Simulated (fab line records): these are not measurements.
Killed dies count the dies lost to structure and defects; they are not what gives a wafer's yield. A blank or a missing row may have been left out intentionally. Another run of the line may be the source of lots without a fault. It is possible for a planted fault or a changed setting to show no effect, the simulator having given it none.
Which of the tools did it? ; flow nand_harc ; 12 lots, 36 wafers sampled, at 5 steps of a route of 1159

## WHAT EACH GAUGE READ, for each wafer
NHARC_P_START_INSPECT_01. Usual: raw_defect_count reads 3.6 (standard deviation 2.1).
lot;measured;on;raw_defect_count;flag
L332;day 1 12:02;defect_inspect-01;0 6 4;
L334;day 2 00:02;defect_inspect-01;4 3 3;
L336;day 2 12:02;defect_inspect-02;6 4 3;
L337;day 2 18:02;defect_inspect-02;3 1 0;
L339;day 3 06:02;defect_inspect-01;4 2 3;
L346;day 5 00:02;defect_inspect-02;3 2 7;
L347;day 5 06:02;defect_inspect-02;6 2 7;
L348;day 5 12:02;defect_inspect-01;2 5 3;
L350;day 6 00:02;defect_inspect-02;3 6 3;
L351;day 6 06:02;defect_inspect-02;2 1 0;
L352;day 6 12:02;defect_inspect-01;7 7 6;
L355;day 7 06:02;defect_inspect-02;1 6 4;

NHARC_END_SORT_01. Usual: killed_at_array 28, standard deviation 11; killed_at_other 0.8, standard deviation 1.1; killed_at_periphery 3.3, standard deviation 2.8; killed_dies 32, standard deviation 11; killed_open 3.3, standard deviation 1.9; killed_short 1.9, standard deviation 1.4.
lot;measured;on;killed_at_array;killed_at_other;killed_at_periphery;killed_dies;killed_open;killed_short;flag
L332;day 19 16:32;prober-02;24 21 21;0 0 1;1 1 1;25 22 23;4 3 1;0 0 1;
L337;day 20 12:49;prober-02;18 21 17;2 0 0;657 656 660;677 677 677;2 0 1;2 1 0;OFF
L339;day 20 20:59;prober-01;12 6 12;0 1 2;665 670 663;677 677 677;3 4 2;2 1 1;OFF
L347;day 24 01:09;prober-02;46 49 48;1 0 1;4 0 0;51 49 49;4 1 1;3 1 2;
L348;day 24 01:06;prober-01;18 9 14;0 0 0;1 3 1;19 12 15;1 4 1;2 1 1;
L350;day 24 08:58;prober-02;40 39 41;1 1 0;1 0 0;42 40 41;3 1 2;0 1 2;
L351;day 24 17:31;prober-02;13 14 10;0 2 2;0 2 2;13 18 14;2 6 1;2 1 1;
L352;day 25 01:14;prober-02;27 32 35;0 1 0;1 2 2;28 35 37;2 6 5;4 2 1;

## WHAT TOOL EACH LOT RAN ON (gives the tool, then ch and the chambers of the sampled wafers, and finally the start)
lot;NHARC_P_ZERO_WELL_DESCUM_54;NHARC_P_ZERO_WELL_STRIP_56;NHARC_P_STI_ETCH_15
L332;rie_diel-12 ch 0,1,2, day 1 17:59;wet_bench-05 ch 1,2,3, day 1 18:31;rie_si-06 ch 1,2, day 2 14:07
L334;rie_diel-11 ch 0,1,3, day 2 06:04;wet_bench-04 ch 2,3,4, day 2 06:35;rie_si-06 ch 0,1, day 3 01:46
L336;rie_diel-08 ch 0,1,3, day 2 17:55;wet_bench-05 ch 0,1,5, day 2 18:26;rie_si-03 ch 0,1,3, day 3 12:51
L337;rie_diel-12 ch 2,3, day 2 23:49;wet_bench-05 ch 2,4,7, day 3 00:22;-
L339;rie_diel-08 ch 0,3, day 3 11:49;wet_bench-05 ch 4,5,6, day 3 12:22;-
L346;rie_diel-12 ch 0,2,3, day 5 06:02;wet_bench-01 ch 0,5,7, day 5 06:35;rie_si-03 ch 0,2, day 5 23:57
L347;rie_diel-11 ch 0,2, day 5 12:05;wet_bench-05 ch 2,4,5, day 5 12:37;rie_si-03 ch 1,2,3, day 6 13:23
L348;rie_diel-12 ch 1,3, day 5 17:41;wet_bench-05 ch 1,4,5, day 5 18:13;rie_si-04 ch 0,2,3, day 6 13:31
L350;rie_diel-11 ch 0,1,2, day 6 06:02;wet_bench-04 ch 1,3,4, day 6 06:35;rie_si-06 ch 0,1,3, day 6 21:18
L351;rie_diel-11 ch 1,2,3, day 6 11:46;wet_bench-05 ch 1,5,6, day 6 12:18;rie_si-06 ch 0,1,3, day 7 05:14
L352;rie_diel-12 ch 2,3, day 6 17:39;wet_bench-04 ch 0,1,5, day 6 18:11;rie_si-06 ch 0,2,3, day 7 11:25
L355;rie_diel-11 ch 1,2,3, day 7 11:39;wet_bench-01 ch 0,3,5, day 7 12:11;rie_si-03 ch 0,1,3, day 8 02:10
- NHARC_P_ZERO_WELL_DESCUM_54: chemistry O2, time 3 s.
- NHARC_P_ZERO_WELL_STRIP_56: strips in SPM, time 840 s.
- NHARC_P_STI_ETCH_15: etches the open film in HBr/Cl2, target depth 300 nm, time 100.1 s.

## AS READ BY THE TOOLS THEMSELVES (means over the sampled wafers that have a number; for cases with no such wafer, the mark the record gives instead)
NHARC_P_ZERO_WELL_DESCUM_54. Usual: drypump_motor_current_A 5.6 A, standard deviation 0.39; oes_product_au 1.005 a.u., standard deviation 0.011; rf_vpp_V 57.9 V, standard deviation 0.89; showerhead_plenum_p_Torr 1.95 Torr, standard deviation 0.069; throttle_valve_pct 11.312 %, standard deviation 0.0086.
lot;tool;drypump_motor_current_A (A);oes_product_au (a.u.);rf_vpp_V (V);showerhead_plenum_p_Torr (Torr);throttle_valve_pct (%);flag
L332;rie_diel-12;5.7;0.999;58.2;2.01;11.314;
L334;rie_diel-11;5.3;1.014;58.1;1.97;11.306;
L336;rie_diel-08;5.8;0.992;57.6;1.90;11.306;
L337;rie_diel-12;5.8;1.010;58.2;1.89;11.304;
L339;rie_diel-08;6.0;0.994;57.9;1.97;11.313;
L346;rie_diel-12;5.6;1.001;58.1;1.95;11.314;
L347;rie_diel-11;5.5;1.004;57.5;1.99;11.313;
L348;rie_diel-12;6.1;1.011;57.1;1.92;11.328;
L350;rie_diel-11;5.4;1.007;57.9;1.97;11.312;
L351;rie_diel-11;5.4;0.997;58.3;1.95;11.314;
L352;rie_diel-12;5.8;1.006;57.7;1.89;11.303;
L355;rie_diel-11;5.4;1.008;58.8;1.95;11.309;

NHARC_P_ZERO_WELL_STRIP_56. Usual: bath_guard_temp_C 129.8 C, standard deviation 0.49; bath_heat_duty_pct 14.8 %, standard deviation 1.3; temp_c 129.99 C, standard deviation 0.12.
lot;tool;bath_guard_temp_C (C);bath_heat_duty_pct (%);temp_c (C);flag
L332;wet_bench-05;129.5;14.4;130.01;
L334;wet_bench-04;129.6;16.8;130.14;
L336;wet_bench-05;130.1;12.5;130.04;
L337;wet_bench-05;-;-;-;OFF
L339;wet_bench-05;-;-;-;OFF
L346;wet_bench-01;130.0;14.2;130.03;
L347;wet_bench-05;129.7;15.0;130.07;
L348;wet_bench-05;130.0;13.9;129.94;
L350;wet_bench-04;129.9;15.8;130.09;
L351;wet_bench-05;129.7;13.6;130.01;
L352;wet_bench-04;129.4;14.9;130.01;
L355;wet_bench-01;129.9;15.9;129.97;

NHARC_P_STI_ETCH_15. Usual: drypump_motor_current_A 5.9 A, standard deviation 0.43; hbr_flow_sccm 150.0 sccm, standard deviation 0.45; oes_product_au 0.995 a.u., standard deviation 0.012; rf_fwd_power_W 397.6 W, standard deviation 1.5; throttle_valve_pct 26.406 %, standard deviation 0.0086.
lot;tool;drypump_motor_current_A (A);hbr_flow_sccm (sccm);oes_product_au (a.u.);rf_fwd_power_W (W);throttle_valve_pct (%);flag
L332;rie_si-06;6.3;150.1;0.983;399.0;26.402;
L334;rie_si-06;5.6;149.5;0.986;398.3;26.408;
L336;rie_si-03;6.1;150.0;1.011;397.2;26.410;
L346;rie_si-03;6.2;149.9;1.006;398.1;26.397;
L347;rie_si-03;5.8;149.8;1.009;397.0;26.410;
L348;rie_si-04;5.7;149.6;0.996;398.4;26.405;
L350;rie_si-06;5.7;150.1;0.978;396.5;26.400;
L351;rie_si-06;5.7;149.9;0.992;398.2;26.401;
L352;rie_si-06;6.1;149.7;0.984;397.0;26.405;
L355;rie_si-03;6.0;149.6;0.998;398.8;26.407;

## THE ANSWER, worked out from the rows above alone
Rule: a lot is off if the mean of its wafers that have a number lies more than 3 standard deviations from the usual mean. Also off: a lot with no number at a reading for which 4 or more lots have one. Any other lot the step has rows for is counted as sound. First the gauges in route order, then the tools' own readings, where a lot's mean is used as printed above. The first step at which some lot is off is used, and at that step the reading that is off furthest; a lot without a number counts as furthest.
Off: L337, L339 (NHARC_END_SORT_01, killed_at_periphery). Neither off nor sound, because the step has no rows for them: L334, L336, L346, L355.
If a tool, at a process step before that reading, ran all the lots that are off and no sound lot after the first of them, it fits. The gauges at NHARC_END_SORT_01 aren't tried: what is off there is off at NHARC_P_ZERO_WELL_STRIP_56 too, on other tools, and a gauge's error can't cause that. Not one of the candidates tried fits.

## WHAT THE SIMULATOR HAD PUT IN
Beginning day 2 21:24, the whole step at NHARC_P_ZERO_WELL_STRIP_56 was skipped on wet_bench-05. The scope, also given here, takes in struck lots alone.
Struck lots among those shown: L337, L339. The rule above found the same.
